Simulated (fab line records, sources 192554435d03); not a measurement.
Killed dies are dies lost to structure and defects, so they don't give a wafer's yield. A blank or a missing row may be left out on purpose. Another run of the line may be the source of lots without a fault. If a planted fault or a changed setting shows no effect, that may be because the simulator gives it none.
Matching of chambers	flow n5 finfet	N5_SD_EPI_P_ETCH_16 on rie diel-04 has 4 sister chambers
The step etches SiO2 in CHF3/O2, target depth 5 nm. 18 wafers are shown with their chamber, then 9 later ones without.

## WAFERS, EACH WITH ITS CHAMBER
wafer	chamber	drypump motor current A (A)	rf vpp V (V)	showerhead plenum p Torr (Torr)
L075.2	2	5.6	527	2.29
L075.3	3	5.7	521	2.29
L075.4	3	5.7	520	2.29
L078.2	3	5.7	519	2.28
L078.3	1	5.8	527	2.56
L078.6	3	5.7	520	2.28
L079.1	3	5.7	520	2.28
L079.4	1	5.8	526	2.55
L079.5	3	5.7	520	2.28
L082.2	2	5.6	526	2.28
L082.3	1	5.8	524	2.55
L082.5	2	5.6	526	2.28
L084.2	3	5.7	519	2.28
L084.3	0	5.1	510	2.43
L084.6	1	5.8	526	2.55
L089.1	1	5.9	525	2.55
L089.2	2	5.6	536	2.57
L089.6	2	5.6	536	2.57

SIGNATURES (means of the wafers above)
reading	chamber 0	chamber 1	chamber 2	chamber 3	scatter within a chamber
drypump motor current A	5.100	5.820	5.600	5.700	0.0239
rf vpp V	510.00	525.60	530.20	519.86	2.94
showerhead plenum p Torr	2.4300	2.5520	2.3980	2.2829	0.0841
Rule: for a wafer and a chamber, the distance is found by dividing, reading by reading, the gap between the wafer's reading and the chamber's mean by the reading's scatter, squaring, summing and taking the root. If the next closest chamber is less than 2 further off than the closest, the wafer can't be placed; otherwise it belongs to the closest. How the scatter is found: for the shown wafers, subtract from each reading the mean of its chamber, square and add these, divide the total by (wafers less chambers), then take the root.

## WAFERS WITH NO CHAMBER GIVEN
wafer	drypump motor current A (A)	rf vpp V (V)	showerhead plenum p Torr (Torr)
L091.2	5.6	536	2.57
L091.3	5.1	510	2.42
L091.6	5.7	520	2.27
L092.1	5.7	520	2.27
L092.2	5.6	534	2.57
L092.5	5.1	510	2.42
L093.1	5.1	509	2.42
L093.2	5.5	536	2.57
L093.5	5.6	535	2.57

## THE CHAMBER EACH PASSED THROUGH
wafer	from the rows above	in truth
L091.2	2	2
L091.3	0	0
L091.6	3	3
L092.1	3	3
L092.2	2	2
L092.5	0	0
L093.1	0	0
L093.2	2	2
L093.5	2	2
Correct placement for 9 of the 9. Number that these rows cannot place: 0. Number placed wrongly: 0.
